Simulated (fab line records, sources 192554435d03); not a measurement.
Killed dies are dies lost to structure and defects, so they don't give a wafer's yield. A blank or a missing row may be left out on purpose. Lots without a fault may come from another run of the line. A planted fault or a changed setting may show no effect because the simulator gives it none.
Chamber matching | flow n5_finfet | N5_MOL_CONTACT_COAG_ETCH_66 on rie_diel-03: 4 sister chambers
The step etches SiARC in CF4, target depth 13 nm, time 21.7 s. 8 wafers are shown with their chamber, then 12 later ones without.

WAFERS WITH THEIR CHAMBER
wafer  | chamber | showerhead_plenum_p_Torr (Torr) | drypump_motor_current_A (A)
L082.1 | 2       | 2.17                            | 5.3
L082.4 | 2       | 2.17                            | 5.3
L083.1 | 0       | 2.23                            | 5.7
L083.2 | 1       | 2.15                            | 5.2
L083.4 | 3       | 2.05                            | 6.4
L085.2 | 3       | 2.05                            | 6.3
L085.3 | 0       | 2.22                            | 5.7
L085.6 | 1       | 2.15                            | 5.2

WAFERS WITHOUT THEIR CHAMBER
wafer  | showerhead_plenum_p_Torr (Torr) | drypump_motor_current_A (A)
L091.3 | 2.15                            | 5.2
L091.5 | 2.16                            | 5.3
L091.6 | 2.05                            | 6.3
L092.3 | 2.16                            | 5.3
L092.4 | 2.15                            | 5.2
L092.6 | 2.16                            | 5.3
L093.1 | 2.22                            | 5.7
L093.2 | 2.16                            | 5.3
L093.4 | 2.15                            | 5.2
L097.2 | 2.30                            | 6.3
L097.4 | 2.21                            | 5.7
L097.5 | 2.14                            | 5.3

WHICH CHAMBER EACH WENT THROUGH
wafer  | from the rows above     | in truth
L091.3 | 1                       | 1
L091.5 | can't be placed: 2 or 1 | 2
L091.6 | 3                       | 3
L092.3 | can't be placed: 2 or 1 | 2
L092.4 | 1                       | 1
L092.6 | can't be placed: 2 or 1 | 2
L093.1 | 0                       | 0
L093.2 | can't be placed: 2 or 1 | 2
L093.4 | 1                       | 1
L097.2 | 0                       | 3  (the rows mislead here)
L097.4 | 0                       | 0
L097.5 | 1                       | 1
Placed correctly: 7 of 12. Can't be placed from these rows: 4 (the true chamber is among the candidates in 4). Placed wrongly: 1.
How it was worked out, from the rows above alone: a wafer's distance from a chamber is the root of the sum, over the readings, of the square of ((its reading less the chamber's mean) divided by the reading's scatter). The wafer belongs to the nearest chamber; if the next one is less than 2 further off, it can't be placed. A chamber's mean is the mean of its shown wafers. The scatter: the root of (the sum of the squares of (reading less its chamber's mean) over the shown wafers, divided by (wafers less chambers)).
